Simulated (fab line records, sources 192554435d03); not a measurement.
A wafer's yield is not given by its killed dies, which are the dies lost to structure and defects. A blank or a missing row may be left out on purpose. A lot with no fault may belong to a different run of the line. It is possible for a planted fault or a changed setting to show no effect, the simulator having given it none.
fab line records | flow n5-finfet
[record] lots = 7 wafers = 39
route steps=1938 shown WELL_APT@24 DUMMY_GATE@228 HKMG_FIN@403 MOL_CONTACT_COAG@547 PASSIVATION@1936
start-h: hours from the record's first day to the start of the lot's first wafer shown | wait-h: time in hours since the lot's previous step | " repeats the value in the row above | L1.1+2: a single row standing in for several wafers | - no value present, or no start provided | * or withheld: withheld | < > ~ a bound
route shown NAME@n: NAME is a module with steps in the file, n the number in the route of the first one | usual: average and standard deviation across the fault-free wafers | same: alike in all rows | chamber/n: place in a boat | sites: readings site by site | _std_site: standard deviation of those values | _edge_site: inner sites' mean taken away from outer sites' mean | radius-mm: how far each site lies from the wafer's centre | mask NAME#n: copy n | behind: the most recent tool/chamber to have shaped the wafer | hold: cause of the lot's hold/its duration in hours/its outcome | device: transistor that didn't switch, given as n, p or np | end of line: the route-end tests of the same wafers | a step given without rows: its recipe and nothing more | killed: dies that structure and defects cost at the first sort, which is not the same as the wafer's yield | map: per-die view of a wafer (x killed, . not killed, _ where there is no die)
set.NAME: the run value of the setting; set.NAME@STEP: its run value at that earlier step | model.NAME: the simulator's own value behind a step, which no gauge read
one table per step and one row per wafer, for lots whose settings were changed on purpose
[[steps]]
[step N5_WELL_APT_EXPOSE_05]
[recipe] mask-id = NWELL na = 0.8 source-shape = conventional sigma-outer = 0.8 polarization = unpolarized defocus-nm = 0 target-cd-nm = 200 dose-mj = 20.3
[step N5_DUMMY_GATE_EXPOSE_12]
[recipe] mask-id = GATE na = 0.33 source-shape = annular sigma-inner = 0.2 sigma-outer = 0.6 polarization = unpolarized target-cd-nm = 25 dose-mj = 34
[step N5_DUMMY_GATE_ETCH_32]
[recipe] chemistry = CF4 target = SiO2 target-depth-a = 35 time-s = 3.9 ion-energy-ev = 350 pressure-mtorr = 10 icp-w = 800 bias-w = 400 cf4-flow-sccm = 80
[step N5_DUMMY_GATE_ETCH_42]
[recipe] chemistry = CHF3/O2 target = SiO2 target-depth-a = 35 time-s = 31 ion-energy-ev = 30 bias-w = 12 pressure-mtorr = 30 source-w = 600 Ar_flow_sccm = 200 CHF3_flow_sccm = 50 O2_flow_sccm = 5
[step N5_HKMG_FIN_ETCH_55]
[recipe] chemistry = N2/H2 target = SOC target-depth-a = 2400 temp-c = 40 time-s = 300 ion-energy-ev = 200 mask-material = SiARC pressure-mtorr = 30 source-w = 840 bias-w = 150 n2-flow-sccm = 200 h2-flow-sccm = 200
[step N5_HKMG_FIN_ALD_91]
[recipe] material = TiN target-thk-a = 10 temp-c = 400 ald-precursor-family = TiCl4 ald-co-reactant = NH3 pulse-time-s = 1 purge-time-s = 3 co-reactant-purge-time-s = 2 co-reactant-pulse-time-s = 2 ald-cycles = 47 pressure-torr = 3
[step N5_HKMG_FIN_ETCH_86]
[recipe] chemistry = N2/H2 target = SOC target-depth-a = 3932 stop-on = TiN ion-energy-ev = 100 bias-w = 61 pressure-mtorr = 30 source-w = 850 n2-flow-sccm = 200 h2-flow-sccm = 200
[step N5_MOL_CONTACT_COAG_SPUTTER_143]
[recipe] material = Co target-thk-a = 25 temp-c = 25 chamber-pressure-pa = 0.2
[step N5_MOL_CONTACT_COAG_VIA_ETCH_117]
[recipe] chemistry = C4F6/O2 target-depth-a = 400 overetch-a = 80 mask-material = SOC target = SiO2 bias-w = 455 pressure-mtorr = 10 time-s = 26 source-w = 325 Ar_flow_sccm = 300 C4F6_flow_sccm = 10 O2_flow_sccm = 10 ion-energy-ev = 575.3 ends = end-point
[step N5_PASSIVATION_PROBE_49]
[usual] killed-at-front-end = 41/11 killed-dies = 107/17 killed-on-rim = 14/4.4
// columns lot.wafer tool chamber start-h wait-h set.dose-mj@WELL_APT_EXPOSE_05 set.dose-mj@DUMMY_GATE_EXPOSE_12 set.time-s@DUMMY_GATE_ETCH_32 set.bias-w@DUMMY_GATE_ETCH_42 set.time-s@HKMG_FIN_ETCH_55 set.temp-c@HKMG_FIN_ALD_91 set.target-depth-a@HKMG_FIN_ETCH_86 set.target-thk-a@MOL_CONTACT_COAG_SPUTTER_143 set.bias-w@MOL_CONTACT_COAG_VIA_ETCH_117 killed-at-front-end killed-dies killed-on-rim
L078.1 prober-01 - 316.90 0.0 20.3 34 3.9 13.17 245.8 406 3932 21.59 455 34 86 13
L078.2 prober-01 - 316.95 0.1 20.3 35.4 3.9 12 300 406 3932 21.59 455 42 97 11
L078.3 prober-01 - 317.00 0.1 20.3 35.4 3.9 12 245.8 406 3932 25 455 43 112 14
L078.4 prober-01 - 317.05 0.2 20.3 35.4 3.9 13.17 300 400 3932 25 455 42 80 16
L078.5 prober-01 - 317.10 0.2 20.3 34 3.9 12 245.8 400 3932 21.59 455 21 60 6
L078.6 prober-01 - 317.15 0.3 20.3 34 3.9 13.17 300 400 3932 25 455 32 99 10
L082.2 prober-02 - 325.09 0.1 20.3 34 3.9 12 300 400 3932 25 455 48 96 9
L082.3 prober-02 - 325.14 0.1 20.3 34 3.9 12 300 400 3932 25 455 43 106 17
L082.6 prober-02 - 325.29 0.3 20.3 34 3.9 12 300 400 3932 25 455 54 116 16
L084.1 prober-02 - 341.82 0.0 20.3 34 3.9 12 273.6 400 3799 25 455 52 132 21
L084.2 prober-02 - 341.87 0.1 20.3 34 3.9 12 273.6 400 3799 26.29 455 32 83 10
L084.3 prober-02 - 341.92 0.1 20.3 33.24 3.9 12 300 400 3932 25 410.3 30 104 8
L084.4 prober-02 - 341.97 0.2 20.3 33.24 3.9 12 273.6 400 3932 26.29 410.3 43 110 11
L084.5 prober-02 - 342.02 0.2 20.3 34 3.9 12 300 400 3932 26.29 455 44 103 14
L084.6 prober-02 - 342.07 0.3 20.3 33.24 3.9 12 300 400 3799 25 410.3 53 94 16
L088.1 prober-02 - 366.66 0.0 21.72 32.02 3.9 10.58 300 400 4382 25 455 1093 1178 150
L088.2 prober-02 - 366.71 0.1 20.3 32.02 4.511 12 360.9 384.2 4382 23.38 455 1111 1180 152
L088.3 prober-02 - 366.76 0.1 20.3 34 3.9 10.58 360.9 384.2 3932 25 455 27 102 11
L088.4 prober-02 - 366.81 0.2 21.72 34 3.9 12 360.9 400 3932 23.38 455 16 103 8
L088.5 prober-02 - 366.86 0.2 20.3 34 4.511 12 300 384.2 4382 25 455 1126 1179 152
L088.6 prober-02 - 366.91 0.3 21.72 32.02 4.511 10.58 300 400 3932 23.38 455 36 120 18
L087.1 prober-01 - 369.45 0.4 20.3 35.5 3.346 13.15 330.2 389.9 4103 27.07 491 555 604 26
L087.2 prober-01 - 369.50 0.5 20.3 34 3.9 13.15 330.2 400 3932 25 455 39 110 15
L087.3 prober-01 - 369.55 0.5 20.3 34 3.9 12 300 389.9 4103 25 491 473 539 134
L087.4 prober-01 - 369.60 0.6 20.3 34 3.346 12 300 389.9 3932 27.07 455 39 91 11
L087.5 prober-01 - 369.65 0.6 20.3 35.5 3.346 12 330.2 400 4103 27.07 455 932 982 134
L087.6 prober-01 - 369.70 0.7 20.3 35.5 3.9 13.15 300 400 3932 25 491 43 105 8
L092.1 prober-01 - 389.39 0.0 20.3 32.51 4.335 10.86 246.7 400 4110 22.34 455 736 808 130
L092.2 prober-01 - 389.44 0.1 20.3 34 3.9 12 246.7 400 4110 25 504.1 629 691 141
L092.3 prober-01 - 389.49 0.1 20.3 34 3.9 10.86 300 400 4110 25 455 720 788 36
L092.4 prober-01 - 389.54 0.2 20.3 32.51 4.335 12 300 400 3932 22.34 455 54 133 21
L092.5 prober-01 - 389.59 0.2 20.3 32.51 3.9 10.86 246.7 400 3932 22.34 504.1 46 115 18
L092.6 prober-01 - 389.64 0.3 20.3 34 4.335 12 300 400 3932 25 504.1 49 144 14
L096.1 prober-02 - 419.72 0.0 20.3 31.4 3.591 12 300 412.1 3932 25 455 54 123 12
L096.2 prober-02 - 419.77 0.1 20.3 31.4 3.9 13.55 264.2 412.1 3932 25 430.8 66 118 29
L096.3 prober-02 - 419.82 0.1 20.3 34 3.9 12 300 412.1 3932 25 430.8 38 88 14
L096.4 prober-02 - 419.87 0.2 21.48 34 3.591 13.55 264.2 400 3932 25 455 49 118 12
L096.5 prober-02 - 419.92 0.2 21.48 34 3.591 13.55 300 400 3932 25 455 40 90 11
L096.6 prober-02 - 419.97 0.3 21.48 31.4 3.9 12 264.2 400 3932 25 430.8 44 80 16
// killed by level:class
L078.1 FIN_SAQP:geometric-particle:short=7 BEOL_M1:geometric-particle:open=7 BEOL_M4:geometric-particle:open=7 STI_FIN_REVEAL:geometric-particle:open=6 BEOL_M3:geometric-particle:open=6 MOL_CONTACT_COAG:geometric-particle:short=5 GATE_CUT:geometric-particle:short=4 BEOL_M2:geometric-particle:open=4
L078.2 BEOL_M0_SAQP:geometric-particle:open=14 FIN_SAQP:geometric-particle:short=12 FIN_SAQP:geometric-particle:open=9 BEOL_M0_SAQP:geometric-particle:short=7 BEOL_M7:geometric-particle:open=6 DUMMY_GATE:geometric-particle:open=5 BEOL_M0:geometric-particle:open=4 FIN_CUT:geometric-particle:open=3
L078.3 BEOL_M2:geometric-particle:open=14 FIN_SAQP:geometric-particle:open=9 STI_FIN_REVEAL:geometric-particle:open=8 MOL_CONTACT_COAG:geometric-particle:open=7 FIN_SAQP:geometric-particle:short=6 HKMG_FIN:area-etch=6 ILD0:geometric-particle:short=5 BEOL_M5:geometric-particle:open=5
L078.4 FIN_SAQP:geometric-particle:short=13 STI_FIN_REVEAL:geometric-particle:open=7 BEOL_M0_SAQP:geometric-particle:short=7 DUMMY_GATE:geometric-particle:open=6 BEOL_M2:geometric-particle:open=5 HKMG_FIN:area-etch=5 FIN_SAQP:geometric-particle:open=4 MOL_CONTACT_COAG:geometric-particle:open=4
L078.5 BEOL_M2:geometric-particle:open=10 FIN_SAQP:geometric-particle:open=7 FIN_SAQP:geometric-particle:short=5 BEOL_M4:geometric-particle:open=5 BEOL_M3:geometric-particle:open=4 BEOL_M1:geometric-particle:open=4 BEOL_M0_SAQP:geometric-particle:short=3 BEOL_M1:geometric-particle:short=3
L078.6 BEOL_M3:geometric-particle:open=9 STI_FIN_REVEAL:geometric-particle:open=8 BEOL_M0_SAQP:geometric-particle:short=8 DUMMY_GATE:geometric-particle:open=6 BEOL_M0_SAQP:geometric-particle:open=6 BEOL_M1:geometric-particle:open=6 BEOL_M1:geometric-particle:short=6 MOL_CONTACT_COAG:geometric-particle:open=4
L082.2 FIN_SAQP:geometric-particle:open=18 BEOL_M0_SAQP:geometric-particle:short=12 BEOL_M2:geometric-particle:open=10 STI_FIN_REVEAL:geometric-particle:open=8 BEOL_M0_SAQP:geometric-particle:open=7 GATE_CUT:geometric-particle:short=4 STARTING-WAFER:geometric-particle:short=4 FIN_SAQP:geometric-particle:short=3
L082.3 FIN_SAQP:geometric-particle:short=16 MOL_CONTACT_COAG:geometric-particle:open=16 FIN_SAQP:geometric-particle:open=14 BEOL_M2:geometric-particle:open=7 BEOL_M0_SAQP:geometric-particle:open=6 BEOL_M0_SAQP:geometric-particle:short=6 STI_FIN_REVEAL:geometric-particle:open=5 MOL_CONTACT_COAG:geometric-particle:short=4
L082.6 FIN_SAQP:geometric-particle:open=12 FIN_SAQP:geometric-particle:short=12 STI_FIN_REVEAL:geometric-particle:open=10 BEOL_M0_SAQP:geometric-particle:short=9 MOL_CONTACT_COAG:geometric-particle:open=6 BEOL_M3:geometric-particle:open=6 BEOL_M0_SAQP:geometric-particle:open=5 BEOL_M2:geometric-particle:open=5
L084.1 BEOL_M3:geometric-particle:open=12 MOL_CONTACT_COAG:geometric-particle:open=11 FIN_SAQP:geometric-particle:open=10 FIN_SAQP:geometric-particle:short=10 BEOL_M0_SAQP:geometric-particle:open=10 GATE_CUT:geometric-particle:short=9 BEOL_M0_SAQP:geometric-particle:short=9 BEOL_M1:geometric-particle:open=9
L084.2 BEOL_M0_SAQP:geometric-particle:open=9 BEOL_M4:geometric-particle:open=7 FIN_SAQP:geometric-particle:short=6 BEOL_M3:geometric-particle:open=6 GATE_CUT:geometric-particle:open=5 BEOL_M0_SAQP:geometric-particle:short=5 STI_FIN_REVEAL:geometric-particle:open=4 GATE_CUT:geometric-particle:short=4
L084.3 MOL_CONTACT_COAG:geometric-particle:open=13 STI_FIN_REVEAL:geometric-particle:open=9 BEOL_M4:geometric-particle:open=9 BEOL_M3:geometric-particle:open=7 FIN_SAQP:geometric-particle:short=5 MOL_CONTACT_COAG:geometric-particle:short=5 BEOL_M1:geometric-particle:open=5 BEOL_M2:geometric-particle:short=5
L084.4 BEOL_M0_SAQP:geometric-particle:open=12 BEOL_M0_SAQP:geometric-particle:short=11 GATE_CUT:geometric-particle:open=10 DUMMY_GATE:geometric-particle:open=8 MOL_CONTACT_COAG:geometric-particle:open=8 STI_FIN_REVEAL:geometric-particle:open=6 FIN_SAQP:geometric-particle:short=5 GATE_CUT:geometric-particle:short=4
L084.5 GATE_CUT:geometric-particle:open=11 MOL_CONTACT_COAG:geometric-particle:open=11 STI_FIN_REVEAL:geometric-particle:open=9 GATE_CUT:geometric-particle:short=9 FIN_SAQP:geometric-particle:short=6 BEOL_M1:geometric-particle:open=6 BEOL_M2:geometric-particle:open=4 BEOL_M4:geometric-particle:open=4
L084.6 GATE_CUT:geometric-particle:short=11 FIN_SAQP:geometric-particle:short=9 FIN_SAQP:geometric-particle:open=8 GATE_CUT:geometric-particle:open=8 STI_FIN_REVEAL:geometric-particle:open=5 MOL_CONTACT_COAG:geometric-particle:open=5 DUMMY_GATE:geometric-particle:open=4 BEOL_M0_SAQP:geometric-particle:short=4
L088.1 HKMG_FIN:area-etch=1064 MOL_CONTACT_COAG:geometric-particle:open=14 BEOL_M0:geometric-particle:open=12 BEOL_M0_SAQP:geometric-particle:short=9 BEOL_M2:geometric-particle:open=7 BEOL_M0_SAQP:geometric-particle:open=7 BEOL_M1:geometric-particle:open=7 FIN_SAQP:geometric-particle:open=5
L088.2 HKMG_FIN:area-etch=1057 HKMG_FIN:area-ald=30 BEOL_M1:geometric-particle:open=9 MOL_CONTACT_COAG:geometric-particle:open=7 BEOL_M0_SAQP:geometric-particle:open=7 BEOL_M0:geometric-particle:open=7 BEOL_M3:geometric-particle:open=7 FIN_SAQP:geometric-particle:open=5
L088.3 BEOL_M2:geometric-particle:open=11 BEOL_M4:geometric-particle:open=9 BEOL_M0:geometric-particle:open=7 STI_FIN_REVEAL:geometric-particle:open=6 GATE_CUT:geometric-particle:open=6 BEOL_M0_SAQP:geometric-particle:short=6 MOL_CONTACT_COAG:geometric-particle:open=5 BEOL_M1:geometric-particle:short=5
L088.4 BEOL_M1:geometric-particle:open=14 BEOL_M0_SAQP:geometric-particle:open=13 BEOL_M2:geometric-particle:open=10 MOL_CONTACT_COAG:geometric-particle:open=7 BEOL_M0:geometric-particle:open=6 BEOL_M4:geometric-particle:open=6 BEOL_M3:geometric-particle:open=5 BEOL_M6:geometric-particle:open=4
L088.5 HKMG_FIN:area-etch=1072 HKMG_FIN:area-ald=24 BEOL_M1:geometric-particle:open=10 BEOL_M0:geometric-particle:open=6 FIN_SAQP:geometric-particle:open=5 STI_FIN_REVEAL:geometric-particle:open=5 STARTING-WAFER:geometric-particle:short=5 BEOL_M3:geometric-particle:open=5
L088.6 BEOL_M0:geometric-particle:open=11 MOL_CONTACT_COAG:geometric-particle:open=9 BEOL_M0_SAQP:geometric-particle:short=9 BEOL_M4:geometric-particle:open=9 BEOL_M2:geometric-particle:open=8 FIN_SAQP:geometric-particle:open=7 MIM_TOP:geometric-particle:open=5 DUMMY_GATE:geometric-particle:open=4
L087.1 HKMG_FIN:area-etch=482 STI_FIN_REVEAL:geometric-particle:open=14 FIN_SAQP:geometric-particle:short=13 FIN_SAQP:geometric-particle:open=8 DUMMY_GATE:geometric-particle:open=8 STARTING-WAFER:geometric-particle:open=8 BEOL_M4:geometric-particle:open=5 MOL_CONTACT_COAG:geometric-particle:open=5
L087.2 FIN_SAQP:geometric-particle:open=17 BEOL_M0_SAQP:geometric-particle:short=16 BEOL_M0_SAQP:geometric-particle:open=12 BEOL_M4:geometric-particle:open=12 BEOL_M2:geometric-particle:open=8 FIN_SAQP:geometric-particle:short=7 GATE_CUT:geometric-particle:short=4 BEOL_M1:geometric-particle:open=4
L087.3 HKMG_FIN:area-etch=431 FIN_SAQP:geometric-particle:open=12 BEOL_M4:geometric-particle:open=10 BEOL_M1:geometric-particle:open=10 BEOL_M0_SAQP:geometric-particle:open=9 FIN_SAQP:geometric-particle:short=8 BEOL_M0_SAQP:geometric-particle:short=7 BEOL_M2:geometric-particle:open=7
L087.4 BEOL_M2:geometric-particle:open=16 FIN_SAQP:geometric-particle:open=11 STI_FIN_REVEAL:geometric-particle:open=6 ILD0:geometric-particle:open=6 BEOL_M4:geometric-particle:open=6 BEOL_M1:geometric-particle:open=5 FIN_SAQP:geometric-particle:short=4 BEOL_M0_SAQP:geometric-particle:short=4
L087.5 HKMG_FIN:area-etch=905 BEOL_M4:geometric-particle:open=12 FIN_SAQP:geometric-particle:open=9 STI_FIN_REVEAL:geometric-particle:open=7 BEOL_M2:geometric-particle:open=7 BEOL_M3:geometric-particle:open=5 MOL_CONTACT_COAG:geometric-particle:open=4 BEOL_M0_SAQP:geometric-particle:open=3
L087.6 FIN_SAQP:geometric-particle:short=14 BEOL_M2:geometric-particle:open=11 FIN_SAQP:geometric-particle:open=10 BEOL_M4:geometric-particle:open=9 BEOL_M0_SAQP:geometric-particle:short=8 BEOL_M8:geometric-particle:open=7 STI_FIN_REVEAL:geometric-particle:open=5 MOL_CONTACT_COAG:geometric-particle:open=4
L092.1 HKMG_FIN:area-etch=700 MOL_CONTACT_COAG:geometric-particle:open=13 BEOL_M0_SAQP:geometric-particle:short=10 STI_FIN_REVEAL:geometric-particle:open=9 FIN_SAQP:geometric-particle:open=7 BEOL_M0_SAQP:geometric-particle:open=7 DUMMY_GATE:geometric-particle:open=6 BEOL_M1:geometric-particle:open=6
L092.2 HKMG_FIN:area-etch=595 STI_FIN_REVEAL:geometric-particle:open=14 MOL_CONTACT_COAG:geometric-particle:short=9 MOL_CONTACT_COAG:geometric-particle:open=8 BEOL_M0_SAQP:geometric-particle:short=7 BEOL_M3:geometric-particle:open=7 BEOL_M0_SAQP:geometric-particle:open=6 FIN_SAQP:geometric-particle:short=5
L092.3 HKMG_FIN:area-etch=696 MOL_CONTACT_COAG:geometric-particle:open=13 BEOL_M0_SAQP:geometric-particle:short=12 FIN_SAQP:geometric-particle:open=7 BEOL_M0_SAQP:geometric-particle:open=6 STI_FIN_REVEAL:geometric-particle:open=5 BEOL_M1:geometric-particle:short=5 PASS1_CAP:geometric-particle:open=5
L092.4 STI_FIN_REVEAL:geometric-particle:open=26 MOL_CONTACT_COAG:geometric-particle:open=20 BEOL_M1:geometric-particle:open=11 FIN_SAQP:geometric-particle:open=8 BEOL_M4:geometric-particle:open=8 MOL_CONTACT_COAG:geometric-particle:short=6 DUMMY_GATE:geometric-particle:open=6 BEOL_M0_SAQP:geometric-particle:short=6
L092.5 MOL_CONTACT_COAG:geometric-particle:open=17 FIN_SAQP:geometric-particle:open=14 BEOL_M0_SAQP:geometric-particle:open=11 BEOL_M1:geometric-particle:open=10 DUMMY_GATE:geometric-particle:open=9 FIN_SAQP:geometric-particle:short=8 BEOL_M0_SAQP:geometric-particle:short=7 PASS1_CAP:geometric-particle:short=5
L092.6 MOL_CONTACT_COAG:geometric-particle:open=24 BEOL_M0_SAQP:geometric-particle:short=14 BEOL_M3:geometric-particle:short=11 GATE_CUT:geometric-particle:short=9 BEOL_M1:geometric-particle:open=9 FIN_SAQP:geometric-particle:open=7 BEOL_M1:geometric-particle:short=7 GATE_CUT:geometric-particle:open=6
L096.1 BEOL_M1:geometric-particle:open=16 STI_FIN_REVEAL:geometric-particle:open=10 MOL_CONTACT_COAG:geometric-particle:open=10 GATE_CUT:geometric-particle:short=8 BEOL_M3:geometric-particle:open=8 FIN_SAQP:geometric-particle:short=7 FIN_SAQP:geometric-particle:open=6 DUMMY_GATE:geometric-particle:open=6
L096.2 DUMMY_GATE:area-expose=23 BEOL_M1:geometric-particle:open=16 STI_FIN_REVEAL:geometric-particle:open=10 GATE_CUT:geometric-particle:open=6 BEOL_M0_SAQP:geometric-particle:open=6 BEOL_M3:geometric-particle:open=6 FIN_SAQP:geometric-particle:short=5 GATE_CUT:geometric-particle:short=5
L096.3 BEOL_M1:geometric-particle:open=15 GATE_CUT:geometric-particle:short=10 BEOL_M5:geometric-particle:open=9 MOL_CONTACT_COAG:geometric-particle:open=8 STARTING-WAFER:geometric-particle:open=6 STI_FIN_REVEAL:geometric-particle:open=5 FIN_SAQP:geometric-particle:short=4 STI_FIN_REVEAL:geometric-particle:short=4
L096.4 MOL_CONTACT_COAG:geometric-particle:open=14 FIN_SAQP:geometric-particle:short=12 BEOL_M1:geometric-particle:open=12 GATE_CUT:geometric-particle:short=9 FIN_SAQP:geometric-particle:open=7 BEOL_M3:geometric-particle:open=6 STI_FIN_REVEAL:geometric-particle:open=5 MOL_CONTACT_COAG:geometric-particle:short=5
L096.5 BEOL_M1:geometric-particle:open=11 STI_FIN_REVEAL:geometric-particle:open=9 DUMMY_GATE:geometric-particle:open=5 MOL_CONTACT_COAG:geometric-particle:open=5 HKMG_FIN:area-etch=5 GATE_CUT:geometric-particle:short=4 MOL_CONTACT_COAG:geometric-particle:short=4 BEOL_M2:geometric-particle:open=4
L096.6 DUMMY_GATE:area-expose=12 FIN_SAQP:geometric-particle:open=8 BEOL_M1:geometric-particle:open=7 BEOL_M3:geometric-particle:open=5 GATE_CUT:geometric-particle:short=4 MOL_CONTACT_COAG:geometric-particle:open=4 STI_FIN_REVEAL:geometric-particle:open=3 STARTING-WAFER:geometric-particle:open=3
[[key]]
[split] step = N5_WELL_APT_EXPOSE_05 setting = dose-mj stated-as = 20.3
response none clear
[split] step = N5_DUMMY_GATE_EXPOSE_12 setting = dose-mj stated-as = 34
response none clear
[split] step = N5_DUMMY_GATE_ETCH_32 setting = time-s stated-as = 3.9
response none clear
[split] step = N5_DUMMY_GATE_ETCH_42 setting = bias-w stated-as = 12
response none clear
[split] step = N5_HKMG_FIN_ETCH_55 setting = time-s stated-as = 300
response none clear
[split] step = N5_HKMG_FIN_ALD_91 setting = temp-c stated-as = 400
response none clear
[split] step = N5_HKMG_FIN_ETCH_86 setting = target-depth-a stated-as = 3932
[response] step = N5_PASSIVATION_PROBE_49 reading = killed-dies slope = +99.2 per = 1% together-with = all explained = 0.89
[response] step = N5_PASSIVATION_PROBE_49 reading = killed-at-front-end slope = +99.8 per = 1% together-with = all explained = 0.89
[response] step = N5_PASSIVATION_PROBE_49 reading = killed-on-rim slope = +12.7 per = 1% together-with = all explained = 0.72
[split] step = N5_MOL_CONTACT_COAG_SPUTTER_143 setting = target-thk-a stated-as = 25
response none clear
[split] step = N5_MOL_CONTACT_COAG_VIA_ETCH_117 setting = bias-w stated-as = 455
response none clear
